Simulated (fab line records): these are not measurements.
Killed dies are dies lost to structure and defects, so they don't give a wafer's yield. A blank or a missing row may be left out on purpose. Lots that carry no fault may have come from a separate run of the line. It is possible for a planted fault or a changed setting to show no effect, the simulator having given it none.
The tool behind it: which one? ; flow nand harc ; 15 lots with 42 wafers sampled at 5 steps, on a route of 1159 steps

== WHAT EACH GAUGE READ, for each wafer ==
NHARC_A_SOURCE_PLATE_INSPECT_08. Usual: raw defect count 53, standard deviation 19.
lot;measured;on;raw defect count;flag
L599;day 7 08:46;defect inspect-02;55 37 38;
L600;day 7 20:54;defect inspect-01;48 52 110;
L602;day 8 13:47;defect inspect-02;79 40 44;
L609;day 10 02:14;defect inspect-02;69 62;
L612;day 10 17:08;defect inspect-02;52 58 76;
L613;day 10 17:07;defect inspect-01;62 30 104;
L611;day 10 17:08;defect inspect-01;59 73;
L610;day 11 00:47;defect inspect-02;37 30;
L614;day 11 11:39;defect inspect-02;75 77 41;
L617;day 11 19:52;defect inspect-01;32 34 35;
L619;day 12 01:55;defect inspect-02;70 42 63;
L618;day 12 01:55;defect inspect-01;70 41 53;
L620;day 12 18:58;defect inspect-01;78 50 52;
L621;day 12 18:58;defect inspect-02;70 74 38;
L622;day 13 11:08;defect inspect-02;60 43 52;

NHARC_A_ONON_D1_THK_MEAS_05: measures by ellipsometry. Usual: thk nm 1000 nm, standard deviation 7.8.
lot;measured;on;thk nm (nm);flag
L599;day 7 09:53;film metro-02;991 988 990;
L600;day 7 22:02;film metro-01;1010 1009 1006;
L602;day 8 14:56;film metro-02;998 1003 998;
L609;day 10 03:22;film metro-02;991 359;OFF
L612;day 10 18:17;film metro-01;996 995 997;
L613;day 10 18:16;film metro-01;996 993 992;
L611;day 10 18:17;film metro-02;989 353;OFF
L610;day 11 01:56;film metro-02;1001 366;OFF
L614;day 11 12:47;film metro-01;992 994 991;
L617;day 11 21:01;film metro-02;1005 1005 1003;
L619;day 12 03:04;film metro-02;1006 1005 1006;
L618;day 12 03:04;film metro-01;993 993 993;
L620;day 12 20:07;film metro-01;996 995 996;
L621;day 12 20:07;film metro-02;1007 1007 1007;
L622;day 13 12:17;film metro-02;996 998 995;

NHARC_END_SORT_01. Usual: killed at array 25, standard deviation 9.2; killed at other 0.8, standard deviation 1.2; killed at periphery 3.9, standard deviation 2.6; killed dies 30, standard deviation 9.7; killed open 3.4, standard deviation 1.9; killed short 2.0, standard deviation 1.4.
lot;measured;on;killed at array;killed at other;killed at periphery;killed dies;killed open;killed short;flag
L609;day 21 20:38;prober-02;25 671;1 0;2 6;28 677;3 6;4 3;OFF
L612;day 22 04:17;prober-02;23 18 14;0 1 2;3 3 6;26 22 22;4 2 5;2 1 2;
L613;day 22 04:14;prober-01;30 30;0 0;0 0;30 30;5 3;2 4;
L611;day 22 12:47;prober-01;24 671;0 0;3 6;27 677;5 2;1 2;OFF
L610;day 22 15:07;prober-02;35 674;2 1;1 2;38 677;4 2;2 1;OFF
L617;day 23 19:56;prober-01;26;0;0;26;1;0;
L619;day 24 02:05;prober-02;33;1;5;39;3;4;

== WHAT TOOL EACH LOT RAN ON (gives the tool, then ch and the chambers of the sampled wafers, and finally the start) ==
lot;NHARC_A_ZERO_WELL_ETCH_13;NHARC_A_ONON_D1_DEP_03
L599;rie si-06 ch 1,2,3, day 6 10:40;pecvd onon-02 ch 0, day 7 09:23
L600;rie si-05 ch 0,2, day 6 22:58;pecvd onon-01 ch 0, day 7 21:32
L602;rie si-06 ch 0,1,2, day 7 14:05;pecvd onon-01 ch 0, day 8 14:25
L609;rie si-05 ch 1,2, day 9 03:51;pecvd onon-03 ch 0, day 10 02:59
L612;rie si-06 ch 1,2, day 9 15:34;pecvd onon-01 ch 0, day 10 17:50
L613;rie si-02 ch 0,1,3, day 9 15:47;pecvd onon-02 ch 0, day 10 17:48
L611;rie si-05 ch 1,3, day 9 16:44;pecvd onon-03 ch 0, day 10 17:53
L610;rie si-06 ch 0,2, day 10 01:16;pecvd onon-03 ch 0, day 11 01:32
L614;rie si-05 ch 2,3, day 10 13:21;pecvd onon-01 ch 0, day 11 12:17
L617;rie si-06 ch 0,3, day 11 00:00;pecvd onon-02 ch 0, day 11 20:30
L619;rie si-02 ch 1,2, day 11 03:10;pecvd onon-01 ch 0, day 12 02:33
L618;rie si-06 ch 0,2,3, day 11 04:08;pecvd onon-02 ch 0, day 12 02:37
L620;rie si-05 ch 0,1,3, day 11 18:50;pecvd onon-01 ch 0, day 12 19:43
L621;rie si-02 ch 0,2,3, day 11 19:55;pecvd onon-02 ch 0, day 12 19:37
L622;rie si-06 ch 1,2,3, day 12 10:15;pecvd onon-01 ch 0, day 13 11:50
- NHARC_A_ZERO_WELL_ETCH_13: etches the open film in HBr/Cl2, target depth 120 nm, time 40.1 s.
- NHARC_A_ONON_D1_DEP_03: target thk 1000 nm.

== WHAT THE TOOLS THEMSELVES READ (means of the sampled wafers that have a number; where no wafer has one, the mark that the record gives instead) ==
NHARC_A_ZERO_WELL_ETCH_13. Usual: drypump motor current A 5.9 A, standard deviation 0.34; oes product au 1.001 a.u., standard deviation 0.011; throttle valve pct 26.406 %, standard deviation 0.0098.
lot;tool;drypump motor current A (A);oes product au (a.u.);throttle valve pct (%);flag
L599;rie si-06;5.5;1.010;26.405;
L600;rie si-05;6.3;0.991;26.406;
L602;rie si-06;5.8;1.011;26.419;
L609;rie si-05;5.9;0.992;26.407;
L612;rie si-06;5.7;0.995;26.414;
L613;rie si-02;5.9;1.015;26.409;
L611;rie si-05;6.0;0.996;26.398;
L610;rie si-06;5.8;1.005;26.401;
L614;rie si-05;6.2;1.002;26.401;
L617;rie si-06;5.7;1.004;26.404;
L619;rie si-02;5.8;1.007;26.398;
L618;rie si-06;5.7;0.999;26.409;
L620;rie si-05;6.2;1.002;26.411;
L621;rie si-02;6.1;0.990;26.412;
L622;rie si-06;5.6;0.990;26.407;

NHARC_A_ONON_D1_DEP_03. Usual: n2o flow sccm 1999 sccm, standard deviation 6.2; sih4 flow sccm 210.1 sccm, standard deviation 0.62.
lot;tool;n2o flow sccm (sccm);sih4 flow sccm (sccm);flag
L599;pecvd onon-02;2006;210.7;
L600;pecvd onon-01;1986;209.8;
L602;pecvd onon-01;1995;210.4;
L609;pecvd onon-03;2000;209.4;
L612;pecvd onon-01;2008;210.1;
L613;pecvd onon-02;1995;211.1;
L611;pecvd onon-03;1998;209.6;
L610;pecvd onon-03;1998;210.2;
L614;pecvd onon-01;1996;209.1;
L617;pecvd onon-02;2004;209.8;
L619;pecvd onon-01;2000;209.4;
L618;pecvd onon-02;2003;210.5;
L620;pecvd onon-01;1997;210.0;
L621;pecvd onon-02;2005;210.5;
L622;pecvd onon-01;2000;210.5;

== THE ANSWER, worked out from the rows above alone ==
Rule: lot off if the mean of its wafers having a number is beyond 3 standard deviations from the usual mean. A lot without any number at a reading at which 4 lots or more have one is off too. The other lots that the step has rows for count as sound. After the gauges, taken in route order, come the tools' own readings; for these a lot's mean is taken, as printed above. At the first step where some lot is off, the reading lying furthest off is the one used; lots without a number count as furthest.
Off at NHARC_A_ONON_D1_THK_MEAS_05 (thk nm): L609, L611, L610.
If a tool, at a process step before that reading, ran all the lots that are off and no sound lot after the first of them, it fits. Not tried: the gauges at NHARC_A_ONON_D1_THK_MEAS_05; whatever is off there is also off at NHARC_END_SORT_01, on other tools, and gauge error can't account for it. One fits: NHARC_A_ONON_D1_DEP_03 on pecvd onon-03. It ran no sound lot before its first lot that is off in this sample, so the start can't be narrowed down.

== WHAT THE SIMULATOR HAD INSERTED ==
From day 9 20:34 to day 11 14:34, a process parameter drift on pecvd onon-03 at NHARC_A_ONON_D1_DEP_03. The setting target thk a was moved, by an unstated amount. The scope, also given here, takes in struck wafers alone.
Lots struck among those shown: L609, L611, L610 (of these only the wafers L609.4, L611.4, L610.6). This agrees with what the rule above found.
